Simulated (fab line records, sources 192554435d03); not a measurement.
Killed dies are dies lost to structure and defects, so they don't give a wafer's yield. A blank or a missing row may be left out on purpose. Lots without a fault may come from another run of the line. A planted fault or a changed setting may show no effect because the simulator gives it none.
fab line records | flow n5_finfet
record lots=8 wafers=24 last_day=17
route steps=1938 shown BEOL_M0_SAQP@654 BEOL_M4@1111
lots that met no fault: from a run of the same line without faults
start_h: hours from the record's first day to the start of the lot's first wafer shown | wait_h: hours since the lot's step before | " the same as in the row above | L1.1+2: a row that stands for several wafers | - no value, or no start given | * or withheld: withheld | < > ~ a bound
route shown NAME@n: a module of which the file shows steps, and the number in the route of the first | usual: mean/standard deviation of fault-free wafers | same: alike in all rows | chamber/n: place in a boat | sites: the reading at each site | _std_site: their standard deviation | _edge_site: outer sites' mean less inner sites' | radius_mm: how far each site lies from the wafer's centre | mask NAME#n: copy n | behind: the tool/chamber that last shaped the wafer | hold: why the lot was held/for how many hours/how that ended | device: the transistor (n, p or np) that didn't switch | end of line: the same wafers' tests at the end of the route | a step without rows: its recipe alone | killed: dies lost to structure and defects at the first sort, not the wafer's yield | map: a wafer's dies, x killed, . not, _ none there
set.NAME: the setting as run; set.NAME@STEP: as run at that earlier step | model.NAME: the simulator's own value behind a step, which no gauge read
steps of the route over a sample of lots; a table a step, a row a wafer
services: from which hour (start_h, from the record's first day; less than 0 if before it) a tool's chamber was out of use, for how many hours, and why
## steps
# step N5_BEOL_M0_SAQP_ETCH_84
# recipe chemistry=N2/H2 target=SOC target_depth_a=1000 overetch_a=200 mask_material=SiARC temp_c=40 time_s=150 ion_energy_ev=200 pressure_mtorr=30 source_w=840 bias_w=150 n2_flow_sccm=200 h2_flow_sccm=200
# usual bias_w=150.0/0.46 drypump_motor_current_A=5.8/0.47 n2_flow_sccm=200.0/0.55 oes_product_au=0.72/0.074 rf_vpp_V=524.2/2.9 showerhead_plenum_p_Torr=2.56/0.094 throttle_valve_pct=17.89/0.26
# columns lot.wafer tool chamber start_h wait_h bias_w drypump_motor_current_A n2_flow_sccm oes_product_au rf_hours_counter_h rf_vpp_V showerhead_plenum_p_Torr throttle_valve_pct
L425.3 rie_diel-05 2 115.56 0.0 149.7 5.4 200.1 0.68 156 524.3 2.54 18.20
L425.5 " 1 " " 149.0 5.9 200.1 0.68 - 525.8 2.65 18.10
L425.6 " 0 " " 150.1 5.7 199.4 0.63 - 521.7 2.51 17.88
L426.1 rie_diel-06 0 125.87 0.0 150.2 5.7 200.0 0.79 25 524.4 2.60 17.53
L426.4 " 2 " " 150.0 6.5 200.7 0.71 135 522.7 2.54 17.78
L426.5 " 3 " " 149.5 6.6 199.6 0.76 - 522.0 2.48 17.76
L428.1 rie_diel-06 1 129.78 0.0 150.5 5.5 199.9 0.67 166 520.1 2.44 17.87
L428.2 " 2 " " 150.0 6.5 200.7 0.70 136 523.8 2.54 17.76
L428.3 " 3 " " 149.7 6.5 200.0 0.76 64 521.9 2.48 17.77
L435.2 rie_diel-05 2 182.38 0.0 150.0 5.4 199.9 0.66 180 524.5 2.53 18.26
L435.4 " 0 " " 150.8 5.7 200.2 0.88 - 522.1 2.50 17.47
L435.5 " 1 " " 150.6 5.9 200.1 0.68 - 525.7 2.64 18.13
L436.2 rie_diel-06 0 188.38 0.0 151.1 5.7 200.0 0.77 45 525.0 2.59 17.58
L436.4 " 2 " " 150.4 6.5 199.4 0.69 153 523.1 2.53 17.79
L436.6 " 1 " " 149.8 5.5 199.9 0.66 - 520.7 2.43 17.91
L437.2 rie_diel-06 0 197.19 0.0 149.7 5.7 200.4 0.76 47 524.1 2.59 17.58
L437.3 " 3 " " 150.5 6.6 200.6 0.74 84 520.8 2.47 17.79
L437.4 " 2 " " 149.8 6.5 199.3 0.68 156 524.2 2.53 17.81
L442.1 rie_diel-05 2 226.12 0.0 150.5 5.4 200.7 0.65 195 524.0 2.53 18.27
L442.4 " 3 " " 150.1 5.8 200.1 0.83 9 529.3 2.71 17.74
L442.5 " 1 " " 150.4 5.8 199.7 0.66 - 527.3 2.63 18.15
L444.2 rie_diel-05 0 234.11 0.0 150.3 5.6 198.8 0.82 19 523.8 2.50 17.49
L444.3 " 3 " " 149.8 5.8 200.3 0.82 11 528.3 2.71 17.76
L444.5 " 3 " " 149.4 5.7 199.4 0.83 - 527.5 2.71 17.77
# step N5_BEOL_M0_SAQP_MANDREL1_REMOVE_100
# recipe chemistry=HBr/Cl2/O2 bt_time_s=10 target=a-Si stop_on=SiNx endpoint=OES-SiCl over_etch_frac=0.85 icp_w=600 bias_w=30 HBr_flow_sccm=150 Cl2_flow_sccm=80 O2_flow_sccm=5 pressure_mtorr=10
# usual drypump_motor_current_A=5.8/0.31 oes_product_au=0.999/0.02 throttle_valve_pct=36.79/0.18
# columns lot.wafer tool chamber start_h wait_h drypump_motor_current_A oes_product_au rf_hours_counter_h throttle_valve_pct
L425.3 rie_si-01 0 117.09 0.1 6.0 0.978 53 36.68
L425.5 " 3 " " 6.0 0.971 - 36.54
L425.6 " 2 " " 5.4 0.985 - 37.01
L426.1 rie_si-04 2 127.42 0.1 5.4 1.012 156 36.76
L426.4 " 0 " " 6.1 1.019 24 36.90
L426.5 " 0 " " 6.0 1.020 - 36.92
L428.1 rie_si-04 1 131.47 0.1 6.2 1.006 83 37.11
L428.2 " 0 " " 6.1 1.015 24 36.92
L428.3 " 2 " " 5.4 1.019 156 36.77
L435.2 rie_si-05 1 186.79 0.1 5.3 1.035 151 36.60
L435.4 " 2 " " 5.5 0.998 - 36.56
L435.5 " 0 " " 5.9 1.007 - 36.82
L436.2 rie_si-01 2 190.21 0.1 5.5 0.983 160 37.01
L436.4 " 0 " " 6.0 0.981 55 36.69
L436.6 " 0 " " 6.0 0.977 - 36.70
L437.2 rie_si-04 0 199.84 0.1 6.1 1.022 25 36.92
L437.3 " 1 " " 6.1 1.012 84 37.10
L437.4 " 3 " " 6.0 0.980 55 36.97
L442.1 rie_si-05 3 227.49 0.1 5.6 1.026 0 36.64
L442.4 " 2 " " 5.5 1.000 128 36.56
L442.5 " 0 " " 6.0 0.999 - 36.82
L444.2 rie_si-05 2 235.48 0.1 5.5 1.003 129 36.55
L444.3 " 1 " " 5.3 1.032 152 36.61
L444.5 " 3 " " 5.6 1.037 - 36.65
# step N5_BEOL_M0_SAQP_ETCH_106
# recipe chemistry=N2/H2 target=SOC target_depth_a=1500 stop_on=SiNx ion_energy_ev=100 bias_w=61 pressure_mtorr=30 source_w=850 n2_flow_sccm=200 h2_flow_sccm=200
# usual bias_w=61.02/0.18 drypump_motor_current_A=5.8/0.43 n2_flow_sccm=200.0/0.56 oes_product_au=0.79/0.083 rf_vpp_V=240.8/1.4 showerhead_plenum_p_Torr=2.54/0.088 throttle_valve_pct=17.88/0.26
# columns lot.wafer tool chamber start_h wait_h bias_w drypump_motor_current_A n2_flow_sccm oes_product_au rf_hours_counter_h rf_vpp_V showerhead_plenum_p_Torr throttle_valve_pct
L425.3 rie_diel-05 2 118.06 - 61.13 5.4 199.5 0.74 157 239.6 2.54 18.19
L425.5 " 3 " " 60.81 5.8 200.2 0.68 - 239.0 2.40 18.12
L425.6 " 2 " " 61.36 5.4 198.9 0.74 - 240.9 2.54 18.19
L426.1 rie_diel-06 2 128.24 - 61.25 6.5 199.4 0.78 136 240.8 2.54 17.76
L426.4 " 3 " " 61.16 6.6 199.1 0.84 64 239.7 2.48 17.75
L426.5 " 0 " " 60.63 5.7 200.1 0.88 - 242.9 2.60 17.55
L428.1 rie_diel-05 3 132.28 - 60.92 5.7 200.4 0.68 236 238.6 2.40 18.12
L428.2 " 1 " " 60.88 5.9 200.7 0.76 162 241.4 2.65 18.08
L428.3 " 0 " " 61.08 5.6 200.0 0.69 244 239.8 2.51 17.86
L435.2 rie_diel-05 2 187.60 - 61.20 5.4 199.8 0.73 181 239.1 2.53 18.26
L435.4 " 0 " " 61.04 5.7 200.0 0.97 - 240.1 2.50 17.47
L435.5 " 1 " " 60.98 5.8 200.1 0.74 - 243.3 2.64 18.11
L436.2 rie_diel-05 2 191.03 - 60.74 5.4 199.7 0.74 182 241.1 2.53 18.23
L436.4 " 1 " " 61.07 5.8 199.8 0.74 - 243.5 2.64 18.11
L436.6 " 0 " " 61.32 5.6 200.7 0.96 - 238.9 2.50 17.46
L437.2 rie_diel-02 1 200.74 - 60.94 5.6 200.4 0.73 167 242.2 2.65 18.04
L437.3 " 3 " " 61.09 6.7 200.5 0.91 15 241.1 2.59 17.40
L437.4 " 1 " " 61.09 5.6 200.3 0.74 - 241.3 2.65 18.05
L442.1 rie_diel-06 1 228.37 - 61.46 5.5 200.8 0.72 195 238.9 2.42 17.91
L442.4 " 3 " " 61.11 6.6 199.8 0.80 93 240.2 2.47 17.78
L442.5 " 3 " " 60.92 6.6 200.1 0.81 - 238.8 2.47 17.79
L444.2 rie_diel-06 0 236.29 - 61.14 5.8 199.3 0.82 58 240.6 2.59 17.59
L444.3 " 1 " " 61.21 5.5 200.2 0.71 198 239.3 2.42 17.90
L444.5 " 2 " " 61.24 6.5 199.8 0.75 - 241.9 2.53 17.81
# step N5_BEOL_M0_SAQP_ETCH_107
# recipe chemistry=CH3F/O2 target=SiNx target_depth_a=300 mask_material=SOC pressure_mtorr=30 source_w=395 bias_w=73 Ar_flow_sccm=150 CH3F_flow_sccm=30 O2_flow_sccm=20 ion_energy_ev=120
# usual bias_w=72.99/0.22 drypump_motor_current_A=5.8/0.43 mfc_ar_sccm=150.0/0.45 oes_product_au=0.79/0.087 rf_vpp_V=296.3/2.3 showerhead_plenum_p_Torr=2.00/0.068 throttle_valve_pct=16.38/0.25
# columns lot.wafer tool chamber start_h wait_h bias_w drypump_motor_current_A mfc_ar_sccm oes_product_au rf_hours_counter_h rf_vpp_V showerhead_plenum_p_Torr throttle_valve_pct
L425.3 rie_diel-05 2 118.12 0.0 73.05 5.4 150.3 0.75 157 298.5 2.00 16.67
L425.5 " 3 " " 73.40 5.7 150.3 0.68 - 292.9 1.89 16.62
L425.6 " 2 " " 73.20 5.4 149.7 0.75 - 299.9 2.00 16.68
L426.1 rie_diel-06 2 128.30 0.0 72.83 6.5 150.6 0.78 136 298.9 2.01 16.48
L426.4 " 3 " " 73.06 6.5 151.1 0.85 64 293.6 1.95 16.30
L426.5 " 0 " " 72.92 5.7 149.0 0.89 - 297.1 2.04 16.00
L428.1 rie_diel-05 3 132.34 0.0 72.91 5.8 150.2 0.68 236 293.1 1.89 16.65
L428.2 " 1 " " 72.80 5.9 150.6 0.75 162 294.3 2.08 16.50
L428.3 " 0 " " 72.73 5.6 149.9 0.69 244 297.3 1.97 16.35
L435.2 rie_diel-05 2 187.66 0.0 55.05 5.4 149.7 0.70 181 237.8 1.99 16.72
L435.4 " 0 " " 54.93 5.7 150.0 0.92 - 236.4 1.96 15.90
L435.5 " 1 " " 55.04 5.8 150.9 0.70 - 234.8 2.08 16.52
L436.2 rie_diel-05 2 191.09 0.0 54.68 5.4 150.2 0.69 182 240.3 1.99 16.71
L436.4 " 1 " " 55.11 5.9 150.4 0.70 - 233.0 2.08 16.52
L436.6 " 0 " " 54.85 5.6 149.2 0.91 - 238.2 1.96 15.91
L437.2 rie_diel-02 1 200.80 0.0 73.47 5.5 151.1 0.74 167 294.3 2.07 16.39
L437.3 " 3 " " 73.11 6.5 150.7 0.94 16 298.3 2.05 16.04
L437.4 " 1 " " 73.09 5.6 150.7 0.74 - 294.3 2.07 16.40
L442.1 rie_diel-06 1 228.43 0.0 72.72 5.5 150.0 0.72 195 296.1 1.91 16.39
L442.4 " 3 " " 73.25 6.5 150.1 0.82 93 294.2 1.94 16.36
L442.5 " 3 " " 72.72 6.5 150.0 0.82 - 294.4 1.94 16.35
L444.2 rie_diel-06 0 236.35 0.0 72.99 5.7 149.6 0.83 58 295.2 2.03 16.05
L444.3 " 1 " " 73.48 5.5 151.0 0.72 198 295.3 1.91 16.41
L444.5 " 2 " " 72.94 6.5 149.5 0.75 - 298.1 2.00 16.54
# step N5_BEOL_M4_RC_MEAS_101
# usual DIBL_N=36.3/1.2 DIBL_P=36.7/1.5 IOFF_N=0.164/0.02 IOFF_P=0.214/0.024 ION_N=673/8.5 ION_P=461/5.9 SS_N=71.6/0.44 SS_P=73.3/0.55 VT_N=249.4/2.4 VT_P=-250.0/2.3
# columns lot.wafer tool chamber start_h wait_h DIBL_N[mV/V] DIBL_P[mV/V] IOFF_N[nA/um] IOFF_P[nA/um] ION_N[uA/um] ION_P[uA/um] SS_N[mV/dec] SS_P[mV/dec] VT_N[mV] VT_P[mV]
L425.3 prober-02 0 172.04 0.3 36.6 35.3 0.157 0.211 666 463 71.3 72.8 249.4 -248.3
L425.5 " 0 " " 36.5 34.2 0.150 0.201 667 459 72.1 73.1 252.6 -251.7
L425.6 " 0 " " 37.0 35.8 0.172 0.227 672 464 71.7 73.0 248.8 -248.0
L428.1 prober-01 0 188.99 0.0 36.0 36.0 0.149 0.187 658 446 71.7 73.1 253.4 -250.9
L428.2 " 0 " " 36.0 35.6 0.144 0.178 661 452 71.4 73.0 253.4 -251.6
L428.3 " 0 " " 36.9 37.8 0.173 0.210 673 458 72.4 73.6 250.8 -251.3
L426.1 prober-01 0 194.75 0.0 35.1 36.3 0.140 0.184 657 452 71.0 72.7 250.2 -253.4
L426.4 " 0 " " 34.0 34.5 0.123 0.166 662 454 71.6 72.7 251.7 -255.6
L426.5 " 0 " " 35.6 37.5 0.162 0.199 678 459 71.6 73.4 249.5 -253.3
L435.2 prober-02 0 233.36 0.2 38.5 39.1 0.217 0.266 692 470 72.3 74.8 247.0 -248.6
L435.4 " 0 " " 36.8 37.5 0.172 0.242 673 459 72.2 74.5 250.8 -247.8
L435.5 " 0 " " 35.9 35.4 0.151 0.201 667 456 71.6 73.4 251.7 -251.3
L436.2 prober-02 0 247.90 0.2 37.8 36.6 0.164 0.201 673 456 71.4 73.5 248.8 -251.1
L436.4 " 0 " " 36.2 35.0 0.148 0.183 663 451 71.5 73.3 250.9 -253.0
L436.6 " 0 " " 37.2 35.5 0.161 0.202 663 451 72.0 73.1 250.2 -249.0
L437.2 prober-02 0 254.19 0.2 36.5 37.6 0.160 0.190 662 452 71.1 73.3 250.8 -252.2
L437.3 " 0 " " 37.9 39.0 0.177 0.217 671 462 71.5 73.3 249.7 -253.4
L437.4 " 0 " " 38.2 39.6 0.188 0.213 659 452 72.3 73.2 244.9 -249.8
L442.1 prober-01 0 280.96 0.0 33.7 35.5 0.131 0.181 664 458 71.2 72.7 252.4 -252.3
L442.4 " 0 " " 32.4 33.5 0.114 0.160 662 455 71.1 72.2 254.5 -253.9
L442.5 " 0 " " 34.8 36.5 0.151 0.200 660 454 70.9 73.3 249.7 -249.8
L444.2 prober-02 0 286.32 0.2 38.6 37.3 0.201 0.240 679 465 71.2 73.5 245.6 -246.5
L444.3 " 0 " " 36.9 36.2 0.162 0.213 664 454 70.9 73.0 249.2 -248.0
L444.5 " 0 " " 39.0 37.4 0.196 0.229 666 460 71.8 73.7 246.6 -249.1
## services
# columns tool chamber start_h hours kind
rie_diel-06 1 113.05 1.8 repair
rie_diel-02 2 113.09 5.5 repair
rie_diel-02 3 114.85 2.7 repair
rie_diel-02 0 118.74 - clean
rie_diel-02 0 118.74 - consumable_replace:focus_ring
rie_diel-02 0 118.74 - consumable_replace:showerhead
rie_diel-05 0 134.07 5.7 repair
rie_diel-05 0 159.98 - clean
rie_diel-05 0 159.98 - consumable_replace:focus_ring
rie_diel-05 0 159.98 15.6 scheduled_down
rie_diel-05 0 159.98 15.6 vent_cycle
rie_si-01 2 174.11 15.4 repair
rie_diel-05 3 175.58 - clean
rie_diel-05 3 175.58 - consumable_replace:focus_ring
rie_diel-05 3 175.58 - consumable_replace:showerhead
rie_diel-05 3 175.58 22.7 scheduled_down
rie_diel-05 3 175.58 22.7 vent_cycle
rie_si-05 3 185.26 - clean
rie_si-05 3 185.26 18.1 scheduled_down
rie_si-05 3 185.26 18.1 vent_cycle
rie_diel-02 2 187.47 42.2 repair
rie_si-01 - 196.32 2.8 pm
rie_diel-05 - 197.43 0.5 repair
rie_si-01 3 228.90 4.3 repair
## key
first_sign step=N5_BEOL_M0_SAQP_ETCH_107 reading=bias_w direction=down sigmas=83 usual=* struck=*
effect step=N5_BEOL_M0_SAQP_ETCH_107 reading=rf_vpp_V direction=down sigmas=26 usual=296.3 struck=236.8
met_at N5_BEOL_M0_SAQP_ETCH_107
struck_lots L435,L436
not_acting_at N5_BEOL_M0_SAQP_ETCH_84,N5_BEOL_M0_SAQP_MANDREL1_REMOVE_100,N5_BEOL_M0_SAQP_ETCH_106
onset_between 132.34 187.66
fault kind=process_parameter_drift tool=rie_diel-05 chamber=- onset_h=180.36 steps=N5_BEOL_M0_SAQP_ETCH_107 channel=bias_w offset=* shape=step end_h=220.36 acts_in=* stated=*
